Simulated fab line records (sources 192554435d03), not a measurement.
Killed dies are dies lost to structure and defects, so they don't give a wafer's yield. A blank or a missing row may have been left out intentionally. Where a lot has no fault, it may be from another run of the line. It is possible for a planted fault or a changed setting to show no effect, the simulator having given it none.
fab line records	flow n5_finfet	part 1 of 2: steps 1 to 18 of 23
record lots=5	wafers=15	last_day=17
route steps=1938 shown GATE_CUT@480
lots that met no fault: taken from a fault-free run of the same line
start_h: hours from the record's opening day to when the first of the lot's shown wafers began	wait_h: time in hours since the lot's previous step	" as in the row above	L1.1+2: a row that stands for several wafers	- value missing, or start not given	* or withheld: withheld	< > ~ a bound
route shown NAME@n: NAME is a module with steps in the file, n the number in the route of the first one	usual: mean/standard deviation taken from wafers without a fault	same: alike in all rows	chamber/n: place in a boat	sites: per-site readings	_std_site: the standard deviation of these	_edge_site: mean of outer sites minus mean of inner sites	radius_mm: how far each site lies from the wafer's centre	mask NAME#n: copy n	behind: the last tool/chamber to shape the wafer	hold: why the lot was held/for how many hours/how that ended	device: transistor that didn't switch, given as n, p or np	end of line: the tests these same wafers got at the end of their route	for a step that has no rows: nothing shown but its recipe	killed: dies lost to structure and defects at the first sort, not the wafer's yield	map: a wafer's dies, marking killed ones x, the rest . and places with no die _
set.NAME: setting as actually run; set.NAME@STEP: the setting as run at that earlier step	model.NAME: the simulator's own value behind a step, which no gauge read
certain route steps with their lots: each step a table, each wafer a row
services: a tool's chamber out of use, with start hour (start_h, from the record's first day; less than 0 if before it), hours out, and reason
## steps
# step N5_GATE_CUT_COAT_27
# recipe resist=underlayer	temp_c=205	time_s=60	spin_rpm=1500	resist_thk_nm=10
# usual dispense_pressure_kPa=57/3.5	heater_power_total_W=391.6/1.3	resist_line_temp_C=23.00/0.12
lot.wafer	tool	chamber	start_h	wait_h	dispense_pressure_kPa	heater_power_total_W	resist_line_temp_C
L074.1	litho_track-05	0	-	-	58	389.6	23.07
L074.4	"	0	"	"	58	390.4	23.11
L074.6	"	0	"	"	58	393.3	23.10
L079.2	litho_track-03	0	-	-	60	391.0	23.12
L079.3	"	0	"	"	60	392.1	23.23
L079.5	"	0	"	"	60	391.2	22.93
L080.2	litho_track-05	0	-	-	58	389.6	22.99
L080.4	"	0	"	"	58	393.2	22.85
L080.5	"	0	"	"	58	392.8	22.89
L083.1	litho_track-05	0	-	-	58	391.9	22.93
L083.3	"	0	"	"	58	392.4	23.18
L083.4	"	0	"	"	58	393.6	23.16
L087.3	litho_track-04	0	-	-	51	390.0	23.04
L087.5	"	0	"	"	51	390.0	23.03
L087.6	"	0	"	"	51	389.8	23.05
# step N5_GATE_CUT_COAT_07
# recipe resist=CAR-EUV	spin_rpm=1500	resist_thk_nm=30
# usual dispense_pressure_kPa=57/3.5	resist_line_temp_C=23.00/0.1
lot.wafer	tool	chamber	start_h	wait_h	dispense_pressure_kPa	resist_line_temp_C
L074.1	litho_track-05	0	-	-	58	22.97
L074.4	"	0	"	"	58	22.89
L074.6	"	0	"	"	58	22.92
L079.2	litho_track-03	0	-	-	59	22.91
L079.3	"	0	"	"	59	23.12
L079.5	"	0	"	"	59	23.17
L080.2	litho_track-05	0	-	-	58	22.96
L080.4	"	0	"	"	58	23.03
L080.5	"	0	"	"	58	22.96
L083.1	litho_track-05	0	-	-	58	22.84
L083.3	"	0	"	"	58	22.82
L083.4	"	0	"	"	58	22.92
L087.3	litho_track-04	0	-	-	51	23.00
L087.5	"	0	"	"	51	22.97
L087.6	"	0	"	"	51	23.07
# step N5_GATE_CUT_EBR_09
# recipe solvent=PGMEA	ebr_width_mm=1.5
# usual resist_line_temp_C=22.99/0.11
lot.wafer	tool	chamber	start_h	wait_h	resist_line_temp_C
L074.1	litho_track-05	0	-	-	23.10
L074.4	"	0	"	"	22.98
L074.6	"	0	"	"	23.12
L079.2	litho_track-03	0	-	-	23.00
L079.3	"	0	"	"	23.11
L079.5	"	0	"	"	23.16
L080.2	litho_track-05	0	-	-	23.10
L080.4	"	0	"	"	23.10
L080.5	"	0	"	"	23.10
L083.1	litho_track-05	0	-	-	22.85
L083.3	"	0	"	"	22.92
L083.4	"	0	"	"	22.96
L087.3	litho_track-04	0	-	-	23.03
L087.5	"	0	"	"	22.98
L087.6	"	0	"	"	22.99
# step N5_GATE_CUT_SOFTBAKE_08
# recipe temp_c=110	time_s=60	resist=CAR-EUV
# usual heater_power_total_W=175.4/1.6	resist_line_temp_C=23.01/0.1
lot.wafer	tool	chamber	start_h	wait_h	heater_power_total_W	resist_line_temp_C
L074.1	litho_track-05	0	-	-	173.9	22.84
L074.4	"	0	"	"	176.0	22.84
L074.6	"	0	"	"	174.3	22.91
L079.2	litho_track-03	0	-	-	177.5	22.95
L079.3	"	0	"	"	173.0	23.01
L079.5	"	0	"	"	175.8	22.89
L080.2	litho_track-05	0	-	-	176.0	23.09
L080.4	"	0	"	"	175.0	22.97
L080.5	"	0	"	"	175.0	23.15
L083.1	litho_track-05	0	-	-	177.0	22.92
L083.3	"	0	"	"	174.0	22.87
L083.4	"	0	"	"	173.0	23.04
L087.3	litho_track-04	0	-	-	174.0	23.02
L087.5	"	0	"	"	176.9	23.17
L087.6	"	0	"	"	177.3	23.04
# step N5_GATE_CUT_EXPOSE_10
# recipe mask_id=GATE_CUT	na=0.33	source_shape=annular	sigma_inner=0.35	sigma_outer=0.8	polarization=unpolarized	target_cd_nm=20	dose_mj=43.25
lot.wafer	tool	chamber	start_h	wait_h	mask
L074.1+4+6	euv_scanner-02	0	82.94	-	GATE_CUT#0
L079.2+3+5	euv_scanner-02	0	113.69	-	GATE_CUT#0
L080.2+4+5	euv_scanner-02	0	120.26	-	GATE_CUT#0
L083.1+3+4	euv_scanner-01	0	141.36	-	GATE_CUT#0
L087.3+5+6	euv_scanner-01	0	159.69	-	GATE_CUT#0
# step N5_GATE_CUT_PEB_11
# recipe peb_temp_c=100	peb_time_s=60	resist=CAR-EUV
# usual heater_power_total_W=154.0/1.1	resist_line_temp_C=23.02/0.094
# same peb_time_s=60
lot.wafer	tool	chamber	start_h	wait_h	heater_power_total_W	resist_line_temp_C
L074.1	litho_track-03	0	83.00	0.1	155.1	22.86
L074.4	"	0	"	"	153.0	22.89
L074.6	"	0	"	"	153.6	23.06
L079.2	litho_track-05	0	113.75	0.1	153.8	23.09
L079.3	"	0	"	"	152.6	23.14
L079.5	"	0	"	"	152.6	22.98
L080.2	litho_track-04	0	120.32	0.1	153.5	23.05
L080.4	"	0	"	"	152.7	23.06
L080.5	"	0	"	"	155.5	23.02
L083.1	litho_track-03	0	141.42	0.1	154.8	22.98
L083.3	"	0	"	"	152.3	22.93
L083.4	"	0	"	"	152.5	22.93
L087.3	litho_track-05	0	159.74	0.0	155.1	23.06
L087.5	"	0	"	"	152.7	22.95
L087.6	"	0	"	"	155.3	23.01
# step N5_GATE_CUT_DEVELOP_12
# recipe develop_time_s=30	developer=TMAH	resist=CAR-EUV	rinse_liquid=surfactant_rinse	dry=air_spin	dev_temp_c=23
# usual resist_line_temp_C=23.01/0.11
# same develop_time_s=30
lot.wafer	tool	chamber	start_h	wait_h	resist_line_temp_C
L074.1	litho_track-03	0	-	-	23.12
L074.4	"	0	"	"	23.08
L074.6	"	0	"	"	22.99
L079.2	litho_track-05	0	-	-	23.02
L079.3	"	0	"	"	23.19
L079.5	"	0	"	"	23.09
L080.2	litho_track-04	0	-	-	23.15
L080.4	"	0	"	"	23.01
L080.5	"	0	"	"	22.89
L083.1	litho_track-03	0	-	-	23.05
L083.3	"	0	"	"	23.04
L083.4	"	0	"	"	23.11
L087.3	litho_track-05	0	-	-	22.95
L087.5	"	0	"	"	22.99
L087.6	"	0	"	"	23.10
# step N5_GATE_CUT_CD_MEAS_13
# recipe target_cd_nm=20	landing_energy_ev=500	detector=se_inlens
# usual cd_nm=20.10/0.29
lot.wafer	tool	chamber	start_h	wait_h	cd_nm
L074.1	cd_sem-02	0	83.07	-	20.43
L074.4	"	0	"	"	19.96
L074.6	"	0	"	"	20.40
L079.2	cd_sem-03	0	113.82	-	19.54
L079.3	"	0	"	"	19.68
L079.5	"	0	"	"	19.44
L080.2	cd_sem-01	0	120.39	-	19.77
L080.4	"	0	"	"	20.33
L080.5	"	0	"	"	19.65
L083.1	cd_sem-01	0	141.49	-	20.75
L083.3	"	0	"	"	19.92
L083.4	"	0	"	"	20.30
L087.3	cd_sem-03	0	159.81	-	20.05
L087.5	"	0	"	"	20.09
L087.6	"	0	"	"	19.92
# step N5_GATE_CUT_OVL_MEAS_14
# recipe points_per_wafer=522
# usual GATE_CUT_OVL=0.2/0.63
lot.wafer	tool	chamber	start_h	wait_h	GATE_CUT_OVL[nm]
L074.1	overlay-02	0	83.10	0.0	-0.2
L074.4	"	0	"	"	1.2
L074.6	"	0	"	"	0.3
L079.2	overlay-02	0	113.85	0.0	-0.8
L079.3	"	0	"	"	-0.7
L079.5	"	0	"	"	-0.1
L080.2	overlay-01	0	120.43	0.0	0.0
L080.4	"	0	"	"	-0.3
L080.5	"	0	"	"	0.3
L083.1	overlay-02	0	141.52	0.0	1.1
L083.3	"	0	"	"	0.7
L083.4	"	0	"	"	-0.5
L087.3	overlay-02	0	159.85	0.0	0.9
L087.5	"	0	"	"	1.1
L087.6	"	0	"	"	0.5
# step N5_GATE_CUT_INSPECT_15
# recipe mode=adi	inspect_instrument=brightfield
# usual raw_defect_count=126/40
lot.wafer	tool	chamber	start_h	wait_h	raw_defect_count
L074.1	defect_inspect-01	-	83.16	0.1	67
L074.4	"	-	"	"	116
L074.6	"	-	"	"	111
L079.2	defect_inspect-01	-	113.90	0.0	95
L079.3	"	-	"	"	67
L079.5	"	-	"	"	151
L080.2	defect_inspect-02	-	120.48	0.0	116
L080.4	"	-	"	"	79
L080.5	"	-	"	"	111
L083.1	defect_inspect-02	-	141.58	0.1	150
L083.3	"	-	"	"	93
L083.4	"	-	"	"	168
L087.3	defect_inspect-02	-	159.90	0.0	143
L087.5	"	-	"	"	240
L087.6	"	-	"	"	183
# step N5_GATE_CUT_DESCUM_18
# recipe chemistry=O2	time_s=7	source_power_w=50	bias_power_w=20	pressure_mtorr=20	rf_frequency_hz=2.712e+07	temp_c=40	resist=CAR-EUV	o2_flow_sccm=225
# usual drypump_motor_current_A=5.6/0.4	oes_product_au=0.79/0.08	rf_vpp_V=243.3/1.5	showerhead_plenum_p_Torr=2.10/0.077	throttle_valve_pct=20.48/0.19
lot.wafer	tool	chamber	start_h	wait_h	drypump_motor_current_A	oes_product_au	rf_hours_counter_h	rf_vpp_V	showerhead_plenum_p_Torr	throttle_valve_pct
L074.1	rie_diel-03	0	83.19	0.0	6.0	0.97	5	244.1	2.15	20.31
L074.4	"	3	"	"	4.9	0.77	148	245.7	2.18	20.70
L074.6	"	2	"	"	5.4	0.71	-	244.9	2.20	20.74
L079.2	rie_diel-02	2	113.94	0.0	5.5	0.75	158	244.4	2.10	20.44
L079.3	"	1	"	"	5.4	0.88	43	245.3	2.21	20.13
L079.5	"	3	"	"	5.7	0.75	-	242.1	1.97	20.35
L080.2	rie_diel-06	2	121.32	0.8	5.9	0.81	89	240.3	1.97	20.57
L080.4	"	1	"	"	5.4	0.88	48	243.3	2.12	20.36
L080.5	"	1	"	"	5.4	0.88	-	243.9	2.12	20.36
L083.1	rie_diel-02	2	141.61	0.0	5.5	0.75	168	243.9	2.10	20.46
L083.3	"	3	"	"	5.7	0.75	186	240.4	1.96	20.35
L083.4	"	0	"	"	5.5	0.82	89	242.5	2.03	20.25
L087.3	rie_diel-06	1	159.93	0.0	5.4	0.86	57	243.4	2.12	20.37
L087.5	"	0	"	"	5.5	0.96	-	241.0	2.09	20.30
L087.6	"	1	"	"	5.4	0.86	-	242.1	2.12	20.39
# step N5_GATE_CUT_ETCH_28
# recipe chemistry=N2/H2	target=underlayer	target_depth_a=130	mask_material=CAR-EUV	time_s=10.4	ion_energy_ev=200	pressure_mtorr=30	source_w=840	bias_w=150	n2_flow_sccm=200	h2_flow_sccm=200	ends=cleared
# usual drypump_motor_current_A=5.6/0.39	etch_rf_on_time_s=10.4/0.41	oes_product_au=0.68/0.062	rf_vpp_V=524.1/2.5	showerhead_plenum_p_Torr=2.55/0.089	throttle_valve_pct=17.85/0.2
lot.wafer	tool	chamber	start_h	wait_h	drypump_motor_current_A	etch_rf_on_time_s	oes_product_au	rf_hours_counter_h	rf_vpp_V	showerhead_plenum_p_Torr	throttle_valve_pct
L074.1	rie_diel-03	0	83.23	0.0	6.0	10.9	0.80	5	524.7	2.64	17.99
L074.4	"	3	"	"	4.9	10.2	0.66	148	527.3	2.65	18.21
L074.6	"	2	"	"	5.4	10.1	0.61	-	525.7	2.62	17.89
L079.2	rie_diel-02	2	113.97	0.0	5.6	9.8	0.67	158	524.5	2.52	17.78
L079.3	"	1	"	"	5.4	9.8	0.77	43	527.1	2.69	17.52
L079.5	"	3	"	"	5.6	11.2	0.62	-	519.4	2.42	17.88
L080.2	rie_diel-06	2	121.35	0.0	5.9	10.7	0.69	89	517.2	2.37	17.90
L080.4	"	1	"	"	5.4	10.4	0.74	49	524.7	2.57	17.59
L080.5	"	1	"	"	5.4	10.5	0.73	-	526.3	2.57	17.62
L083.1	rie_diel-02	2	141.65	0.0	5.5	9.9	0.66	168	523.0	2.52	17.80
L083.3	"	3	"	"	5.7	11.1	0.62	186	521.1	2.41	17.89
L083.4	"	0	"	"	5.5	10.8	0.69	89	522.8	2.48	17.81
L087.3	rie_diel-06	1	159.97	0.0	5.4	10.6	0.73	57	524.0	2.56	17.64
L087.5	"	0	"	"	5.5	10.3	0.82	-	523.3	2.50	17.48
L087.6	"	1	"	"	5.4	10.7	0.72	-	525.1	2.56	17.62
# step N5_GATE_CUT_ETCH_36
# recipe chemistry=CF4	target=SiARC	target_depth_a=130	mask_material=CAR-EUV	time_s=21.7	ion_energy_ev=80	pressure_mtorr=40	source_w=545	bias_w=36	Ar_flow_sccm=100	cf4_flow_sccm=100	ends=cleared
# usual drypump_motor_current_A=5.6/0.4	etch_rf_on_time_s=21.8/0.8	mfc_ar_sccm=100.1/0.31	oes_product_au=0.68/0.061	rf_vpp_V=184.2/1.1	showerhead_plenum_p_Torr=2.15/0.073	throttle_valve_pct=15.62/0.18
lot.wafer	tool	chamber	start_h	wait_h	drypump_motor_current_A	etch_rf_on_time_s	mfc_ar_sccm	oes_product_au	rf_hours_counter_h	rf_vpp_V	showerhead_plenum_p_Torr	throttle_valve_pct
L074.1	rie_diel-03	0	83.25	0.0	6.0	22.6	100.1	0.79	6	185.1	2.20	15.43
L074.4	"	3	"	"	4.9	21.4	100.4	0.66	148	185.7	2.23	15.85
L074.6	"	2	"	"	5.4	21.5	100.6	0.61	-	184.9	2.20	15.57
L079.2	rie_diel-02	2	113.99	0.0	5.5	20.4	100.3	0.67	158	184.0	2.15	15.67
L079.3	"	1	"	"	5.4	20.7	100.0	0.76	43	185.6	2.27	15.35
L079.5	"	3	"	"	5.6	23.1	100.1	0.63	-	182.0	2.03	15.70
L080.2	rie_diel-06	2	121.37	0.0	5.8	22.4	100.3	0.69	89	182.5	2.00	15.58
L080.4	"	1	"	"	5.4	22.3	100.0	0.73	49	184.3	2.18	15.58
L080.5	"	1	"	"	5.4	22.3	99.7	0.73	-	184.4	2.18	15.57
L083.1	rie_diel-02	2	141.67	0.0	5.5	20.4	100.3	0.67	168	184.3	2.15	15.69
L083.3	"	3	"	"	5.7	23.0	100.1	0.62	186	183.6	2.03	15.73
L083.4	"	0	"	"	5.5	22.7	100.6	0.69	89	183.4	2.07	15.37
L087.3	rie_diel-06	1	159.99	0.0	5.4	22.2	100.3	0.72	57	183.0	2.18	15.60
L087.5	"	0	"	"	5.5	21.5	99.9	0.82	-	185.0	2.10	15.18
L087.6	"	1	"	"	5.4	22.2	99.7	0.72	-	184.2	2.18	15.62
# step N5_GATE_CUT_ETCH_37
# recipe chemistry=N2/H2	target=SOC	target_depth_a=600	overetch_a=120	mask_material=SiARC	temp_c=40	time_s=90	ion_energy_ev=200	pressure_mtorr=30	source_w=840	bias_w=150	n2_flow_sccm=200	h2_flow_sccm=200
# usual drypump_motor_current_A=5.6/0.39	oes_product_au=0.71/0.065	rf_vpp_V=524.0/2.6	showerhead_plenum_p_Torr=2.55/0.089	throttle_valve_pct=17.82/0.2
lot.wafer	tool	chamber	start_h	wait_h	drypump_motor_current_A	oes_product_au	rf_hours_counter_h	rf_vpp_V	showerhead_plenum_p_Torr	throttle_valve_pct
L074.1	rie_diel-03	0	83.27	0.0	6.0	0.85	6	525.2	2.64	17.95
L074.4	"	3	"	"	4.9	0.69	149	526.0	2.65	18.17
L074.6	"	2	"	"	5.4	0.63	-	525.9	2.62	17.85
L079.2	rie_diel-02	2	114.02	0.0	5.5	0.69	158	524.3	2.52	17.76
L079.3	"	1	"	"	5.4	0.77	43	526.6	2.69	17.49
L079.5	"	3	"	"	5.7	0.68	-	519.8	2.42	17.86
L080.2	rie_diel-06	2	121.40	0.0	5.8	0.72	89	518.0	2.37	17.88
L080.4	"	1	"	"	5.4	0.78	49	524.0	2.57	17.59
L080.5	"	1	"	"	5.4	0.77	-	526.2	2.57	17.57
L083.1	rie_diel-02	2	141.69	0.0	5.5	0.67	168	522.9	2.52	17.76
L083.3	"	3	"	"	5.7	0.67	186	519.6	2.41	17.87
L083.4	"	0	"	"	5.5	0.74	89	521.8	2.48	17.79
L087.3	rie_diel-06	1	160.01	0.0	5.4	0.77	57	524.4	2.56	17.61
L087.5	"	0	"	"	5.5	0.85	-	521.7	2.50	17.46
L087.6	"	1	"	"	5.4	0.77	-	523.1	2.56	17.60
# step N5_GATE_CUT_STRIP_38
# recipe chemistry=N2/H2	temp_c=40	n2_flow_sccm=200	h2_flow_sccm=200	rf_frequency_hz=6e+07
lot.wafer	tool	chamber	start_h	wait_h
L074.1+4+6	rie_diel-03	0,3,2	83.34	0.0
L079.2+3+5	rie_diel-02	2,1,3	114.08	0.0
L080.2+4+5	rie_diel-06	2,1,1	121.46	0.0
L083.1+3+4	rie_diel-02	2,3,0	141.76	0.0
L087.3+5+6	rie_diel-06	1,0,1	160.08	0.0
# step N5_GATE_CUT_STRIP_39
# recipe chemistry=N2/H2	temp_c=40	n2_flow_sccm=200	h2_flow_sccm=200	rf_frequency_hz=6e+07
lot.wafer	tool	chamber	start_h	wait_h
L074.1+4+6	rie_diel-03	0,3,2	83.35	0.0
L079.2+3+5	rie_diel-02	2,1,3	114.09	0.0
L080.2+4+5	rie_diel-06	2,1,1	121.47	0.0
L083.1+3+4	rie_diel-02	2,3,0	141.77	0.0
L087.3+5+6	rie_diel-06	1,0,1	160.09	0.0
# step N5_GATE_CUT_HM_OPEN_40
# recipe chemistry=C4F6/O2	target=SiO2	mask_material=SiARC	target_depth_a=1390	time_s=85.1	ion_energy_ev=250	pressure_mtorr=30	source_w=345	bias_w=185	Ar_flow_sccm=300	C4F6_flow_sccm=10	O2_flow_sccm=10	ends=cleared
# usual drypump_motor_current_A=5.6/0.4	etch_rf_on_time_s=94.1/2.5	mfc_ar_sccm=300.0/0.88	oes_o_777_au=0.80/0.07	oes_product_au=0.72/0.067	rf_vpp_V=665/16	showerhead_plenum_p_Torr=2.86/0.1	throttle_valve_pct=20.95/0.18
lot.wafer	tool	chamber	start_h	wait_h	drypump_motor_current_A	etch_rf_on_time_s	mfc_ar_sccm	oes_o_777_au	oes_product_au	rf_hours_counter_h	rf_vpp_V	showerhead_plenum_p_Torr	throttle_valve_pct
L074.1	rie_diel-03	0	83.36	0.0	6.0	93.5	300.4	0.90	0.85	6	685	2.90	20.76
L074.4	"	3	"	"	4.9	94.7	298.8	0.80	0.69	149	668	2.96	21.22
L074.6	"	2	"	"	5.4	95.3	299.6	0.77	0.64	-	667	2.95	21.01
L079.2	rie_diel-02	2	114.10	0.0	5.6	90.0	299.9	0.82	0.70	158	643	2.85	20.97
L079.3	"	1	"	"	5.4	91.1	300.2	0.90	0.80	43	676	3.01	20.69
L079.5	"	3	"	"	5.6	100.0	300.6	0.71	0.67	-	655	2.70	20.94
L080.2	rie_diel-06	2	121.48	0.0	5.9	97.9	300.4	0.83	0.72	89	643	2.65	20.86
L080.4	"	1	"	"	5.4	95.5	301.3	0.82	0.78	49	699	2.93	21.12
L080.5	"	1	"	"	5.4	96.0	299.8	0.82	0.77	-	699	2.93	21.13
L083.1	rie_diel-02	2	141.78	0.0	5.6	92.7	301.6	0.81	0.69	168	642	2.85	20.98
L083.3	"	3	"	"	5.6	97.5	299.5	0.70	0.67	186	655	2.70	20.94
L083.4	"	0	"	"	5.5	97.6	300.1	0.83	0.73	89	644	2.76	20.71
L087.3	rie_diel-06	1	160.10	0.0	5.4	94.7	300.0	0.81	0.77	57	698	2.92	21.15
L087.5	"	0	"	"	5.5	90.9	300.3	0.97	0.87	-	650	2.80	20.59
L087.6	"	1	"	"	5.3	95.2	300.2	0.81	0.78	-	698	2.92	21.16
# step N5_GATE_CUT_STRIP_41
# recipe chemistry=CF4	resist=SiARC	power_w=300	bias_power_w=75	pressure_mtorr=50	cf4_flow_sccm=150	rf_frequency_hz=6e+07
# usual drypump_motor_current_A=5.6/0.4	oes_product_au=0.183/0.017	rf_vpp_V=271.2/1.6	showerhead_plenum_p_Torr=1.80/0.059	throttle_valve_pct=13.59/0.19
lot.wafer	tool	chamber	start_h	wait_h	drypump_motor_current_A	oes_product_au	rf_hours_counter_h	rf_vpp_V	showerhead_plenum_p_Torr	throttle_valve_pct
L074.1	rie_diel-03	0	83.42	0.0	6.0	0.223	6	270.8	1.85	13.41
L074.4	"	3	"	"	4.9	0.177	149	272.3	1.87	13.81
L074.6	"	2	"	"	5.4	0.160	-	273.0	1.82	13.52
L079.2	rie_diel-02	2	114.16	0.0	5.5	0.174	158	270.1	1.80	13.66
L079.3	"	1	"	"	5.4	0.196	43	273.7	1.91	13.32
L079.5	"	3	"	"	5.7	0.177	-	267.7	1.71	13.73
L080.2	rie_diel-06	2	121.54	0.0	5.8	0.188	89	269.1	1.69	13.56
L080.4	"	1	"	"	5.4	0.204	49	271.6	1.81	13.45
L080.5	"	1	"	"	5.4	0.198	-	271.8	1.81	13.47
L083.1	rie_diel-02	2	141.84	0.0	5.5	0.175	168	271.9	1.80	13.68
L083.3	"	3	"	"	5.7	0.169	186	271.7	1.70	13.74
L083.4	"	0	"	"	5.5	0.192	89	269.5	1.73	13.35
L087.3	rie_diel-06	1	160.16	0.0	5.4	0.192	57	271.8	1.81	13.49
L087.5	"	0	"	"	5.5	0.217	-	270.8	1.76	13.13
L087.6	"	1	"	"	5.4	0.191	-	270.8	1.81	13.47
